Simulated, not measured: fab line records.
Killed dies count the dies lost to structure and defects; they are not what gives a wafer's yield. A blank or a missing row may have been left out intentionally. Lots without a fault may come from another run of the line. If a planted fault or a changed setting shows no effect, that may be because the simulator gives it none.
Which of the tools did it? -- flow nand harc -- Sampling: 11 lots, 33 wafers, 5 of 1302 route steps

== WHAT EACH GAUGE READ, for each wafer ==
NHARC_END_SORT_01. Usual: killed at array 56, standard deviation 20; killed at other 0.9, standard deviation 1.1; killed at periphery 3.7, standard deviation 3; killed dies 61, standard deviation 21; killed open 2.9, standard deviation 1.6; killed short 2.6, standard deviation 1.4.
lot,measured,on,killed at array,killed at other,killed at periphery,killed dies,killed open,killed short,flag
L209,day 25 12:11,prober-01,37 69 61,2 0 1,2 4 3,41 73 65,4 1 4,3 2 3,
L210,day 25 21:04,prober-02,50 33 45,1 4 2,3 2 4,54 39 51,4 3 1,2 3 2,
L211,day 25 20:14,prober-01,54 77 76,1 0 0,1 3 5,56 80 81,3 4 3,2 4 3,
L213,day 26 14:56,prober-02,76 63 72,0 1 0,2 2 1,78 66 73,0 3 2,3 4 2,
L214,day 27 16:04,prober-02,64 77 83,0 0 0,4 1 1,68 78 84,6 3 2,2 3 2,
L216,day 28 15:27,prober-01,41 43 35,1 4 3,7 8 4,49 55 42,6 4 2,4 3 3,
L217,day 28 20:52,prober-02,89 77 58,2 2 1,5 2 3,96 81 62,0 1 5,2 1 4,
L222,day 31 04:50,prober-02,673 49 40,0 0 0,4 2 2,677 51 42,2 2 2,3 3 3,OFF
L225,day 31 17:18,prober-02,666 33 22,0 0 0,11 9 6,677 42 28,5 3 8,2 4 1,OFF
L229,day 33 14:22,prober-02,44 50 52,2 1 1,4 2 4,50 53 57,2 2 2,0 5 4,
L230,day 33 11:23,prober-01,73 52 49,1 0 1,3 3 2,77 55 52,3 2 4,2 4 1,

== EACH LOT AND THE TOOL THAT RAN IT (in order: tool; ch and the chambers of the sampled wafers; start) ==
lot,NHARC_A_STAIRCASE_STRIP_205,NHARC_A_STAIRCASE_TRIM_222,NHARC_A_STAIRCASE_TRIM_229,NHARC_A_STAIRCASE_TRIM_233
L209,"plasma asher-02 ch 0,1, day 16 19:41","rie diel-01 ch 0,1,2, day 16 22:10 or earlier","rie diel-04 ch 0,1,2, day 16 22:10","rie diel-04 ch 1,2,3, day 25 12:11 or earlier"
L210,"plasma asher-01 ch 0,1, day 17 01:59","rie diel-04 ch 0,2,3, day 17 11:02 or earlier","rie diel-04 ch 0,2,3, day 17 11:02","rie diel-04 ch 1,2, day 25 21:04 or earlier"
L211,"plasma asher-02 ch 0,1, day 17 14:43","rie diel-04 ch 1,2,3, day 17 17:21 or earlier","rie diel-01 ch 0,2,3, day 17 17:21","rie diel-01 ch 0,1,3, day 25 20:14 or earlier"
L213,"plasma asher-02 ch 0,1, day 18 05:28","rie diel-01 ch 0,1, day 18 08:53 or earlier","rie diel-01 ch 1,2,3, day 18 08:53","rie diel-01 ch 1,2,3, day 26 14:56 or earlier"
L214,"plasma asher-02 ch 0,1, day 19 11:24","rie diel-04 ch 0,1,2, day 19 13:58 or earlier","rie diel-04 ch 2,3, day 19 13:58","rie diel-04 ch 0,1, day 27 16:04 or earlier"
L216,"plasma asher-02 ch 0,1, day 20 03:22","rie diel-01 ch 0,2, day 20 05:55 or earlier","rie diel-01 ch 0,2,3, day 20 05:55","rie diel-01 ch 0,2,3, day 28 15:27 or earlier"
L217,"plasma asher-01 ch 0,1, day 20 04:20","rie diel-01 ch 0,1,2, day 20 07:10 or earlier","rie diel-01 ch 0,1,3, day 20 07:10","rie diel-01 ch 0,2,3, day 28 20:52 or earlier"
L222,"plasma asher-02 ch 0,1, day 22 16:25","rie diel-01 ch 1,2, day 22 18:55 or earlier","rie diel-04 ch 0,2,3, day 22 18:55","rie diel-04 ch 0,2,3, day 31 04:50 or earlier"
L225,"plasma asher-02 ch 0,1, day 23 18:26","rie diel-01 ch 0,1,3, day 23 20:55 or earlier","rie diel-04 ch 0,2, day 23 20:55","rie diel-04 ch 2,3, day 31 17:18 or earlier"
L229,"plasma asher-01 ch 0,1, day 25 07:46","rie diel-01 ch 0,2, day 25 10:11 or earlier","rie diel-01 ch 1,3, day 25 10:11","rie diel-01 ch 0,1,3, day 33 14:22 or earlier"
L230,"plasma asher-02 ch 0,1, day 25 07:54","rie diel-13 ch 1,3, day 25 10:39 or earlier","rie diel-01 ch 1,2,3, day 25 10:39","rie diel-01 ch 1,2, day 33 11:23 or earlier"
- NHARC_A_STAIRCASE_STRIP_205: strips in O2.
- NHARC_A_STAIRCASE_TRIM_222: chemistry O2, time 211.2 s.
- NHARC_A_STAIRCASE_TRIM_229: chemistry O2, time 211.2 s.
- NHARC_A_STAIRCASE_TRIM_233: chemistry O2, time 211.2 s.

== AS READ BY THE TOOLS THEMSELVES (means over the sampled wafers that have a number; for cases with no such wafer, the mark the record gives instead) ==
NHARC_A_STAIRCASE_STRIP_205. Usual: drypump motor current A 5.7 A, standard deviation 0.53; heater power w 341 W, standard deviation 29.
lot,tool,drypump motor current A (A),heater power w (W),flag
L209,plasma asher-02,5.4,321,
L210,plasma asher-01,6.3,358,
L211,plasma asher-02,5.3,342,
L213,plasma asher-02,5.3,340,
L214,plasma asher-02,5.4,323,
L216,plasma asher-02,5.3,344,
L217,plasma asher-01,6.0,348,
L222,plasma asher-02,5.3,346,
L225,plasma asher-02,5.4,320,
L229,plasma asher-01,6.1,343,
L230,plasma asher-02,5.3,338,

NHARC_A_STAIRCASE_TRIM_222. Usual: drypump motor current A 5.8 A, standard deviation 0.5; oes product au 1.002 a.u., standard deviation 0.01; rf vpp V 57.8 V, standard deviation 0.9; showerhead plenum p Torr 3.58 Torr, standard deviation 0.13; throttle valve pct 17.036 %, standard deviation 0.009.
lot,tool,drypump motor current A (A),oes product au (a.u.),rf vpp V (V),showerhead plenum p Torr (Torr),throttle valve pct (%),flag
L209,rie diel-01,5.8,1.000,58.5,3.61,17.037,
L210,rie diel-04,5.8,0.990,57.6,3.58,17.034,
L211,rie diel-04,5.9,1.011,58.3,3.52,17.025,
L213,rie diel-01,5.5,0.997,58.4,3.66,17.036,
L214,rie diel-04,5.7,0.997,57.8,3.45,17.039,
L216,rie diel-01,5.6,1.011,58.9,3.64,17.036,
L217,rie diel-01,5.8,1.004,58.5,3.60,17.044,
L222,rie diel-01,6.0,1.008,58.5,3.55,17.046,
L225,rie diel-01,5.4,1.001,57.4,3.62,17.042,
L229,rie diel-01,5.6,0.997,58.1,3.62,17.043,
L230,rie diel-13,6.1,0.997,57.9,3.76,17.043,

NHARC_A_STAIRCASE_TRIM_229. Usual: drypump motor current A 5.8 A, standard deviation 0.46; oes product au 1.001 a.u., standard deviation 0.011; rf vpp V 57.9 V, standard deviation 0.89; showerhead plenum p Torr 3.57 Torr, standard deviation 0.15; throttle valve pct 17.036 %, standard deviation 0.0084.
lot,tool,drypump motor current A (A),oes product au (a.u.),rf vpp V (V),showerhead plenum p Torr (Torr),throttle valve pct (%),flag
L209,rie diel-04,5.7,1.000,57.7,3.46,17.034,
L210,rie diel-04,5.8,0.987,58.0,3.58,17.026,
L211,rie diel-01,5.7,1.002,57.6,3.59,17.039,
L213,rie diel-01,5.9,0.996,58.2,3.55,17.035,
L214,rie diel-04,6.0,1.000,57.5,3.64,17.036,
L216,rie diel-01,5.6,0.997,58.0,3.58,17.032,
L217,rie diel-01,5.4,1.007,57.9,3.64,17.035,
L222,rie diel-04,5.8,1.077,57.6,3.56,17.043,OFF
L225,rie diel-04,5.6,1.086,58.4,3.44,17.040,OFF
L229,rie diel-01,5.6,0.997,58.2,3.58,17.044,
L230,rie diel-01,5.8,1.000,58.7,3.52,17.033,

NHARC_A_STAIRCASE_TRIM_233. Usual: drypump motor current A 5.8 A, standard deviation 0.45; oes product au 1.002 a.u., standard deviation 0.011; rf vpp V 57.8 V, standard deviation 0.92; showerhead plenum p Torr 3.56 Torr, standard deviation 0.14; throttle valve pct 17.035 %, standard deviation 0.0087.
lot,tool,drypump motor current A (A),oes product au (a.u.),rf vpp V (V),showerhead plenum p Torr (Torr),throttle valve pct (%),flag
L209,rie diel-04,6.0,1.002,57.8,3.53,17.033,
L210,rie diel-04,5.9,1.008,58.1,3.39,17.028,
L211,rie diel-01,5.4,1.009,58.2,3.65,17.039,
L213,rie diel-01,5.8,0.998,58.0,3.55,17.032,
L214,rie diel-04,5.7,0.993,58.1,3.49,17.038,
L216,rie diel-01,5.6,1.003,56.7,3.58,17.035,
L217,rie diel-01,5.6,1.009,57.3,3.58,17.042,
L222,rie diel-04,5.8,0.997,58.3,3.56,17.039,
L225,rie diel-04,5.8,1.008,57.2,3.52,17.032,
L229,rie diel-01,5.4,0.990,59.1,3.62,17.032,
L230,rie diel-01,6.0,0.998,57.9,3.54,17.042,

== THE ANSWER, worked out from the rows above alone ==
Rule: take the mean of a lot's wafers that have a number; if it is more than 3 standard deviations from the usual mean, the lot is off. Also off: a lot with no number at a reading for which 4 or more lots have one. All remaining lots with rows at the step are treated as sound. After the gauges, taken in route order, come the tools' own readings; for these a lot's mean is taken, as printed above. The first step at which some lot is off is used, and at that step the reading that is off furthest; a lot without a number counts as furthest.
Off: L222, L225 (NHARC_END_SORT_01, killed at array).
If a tool, at a process step before that reading, ran all the lots that are off and no sound lot after the first of them, it fits. Not tried: the gauges at NHARC_END_SORT_01; whatever is off there is also off at NHARC_A_STAIRCASE_TRIM_229, on other tools, and gauge error can't account for it. With no start given for some of its lots, NHARC_A_STAIRCASE_TRIM_222 uses the hours and lot order of NHARC_A_STAIRCASE_TRIM_229. With no start given for some of its lots, NHARC_A_STAIRCASE_TRIM_233 uses the hours and lot order of NHARC_END_SORT_01. One fits: NHARC_A_STAIRCASE_TRIM_229 and NHARC_A_STAIRCASE_TRIM_233 on rie diel-04. At NHARC_A_STAIRCASE_TRIM_229 its last sound lot is L214 (day 19 13:58), its first lot that is off L222 (day 22 18:55): a fault that began between those two fits.
On the lots that are off, the tool's own readings at NHARC_A_STAIRCASE_TRIM_229 differ by more than 5 times the standard deviation of the sound lots' means, which bears it out; oes product au reads 1.082 a.u. there versus 0.998 a.u. on the sound lots.

== WHAT HAD BEEN PUT IN BY THE SIMULATOR ==
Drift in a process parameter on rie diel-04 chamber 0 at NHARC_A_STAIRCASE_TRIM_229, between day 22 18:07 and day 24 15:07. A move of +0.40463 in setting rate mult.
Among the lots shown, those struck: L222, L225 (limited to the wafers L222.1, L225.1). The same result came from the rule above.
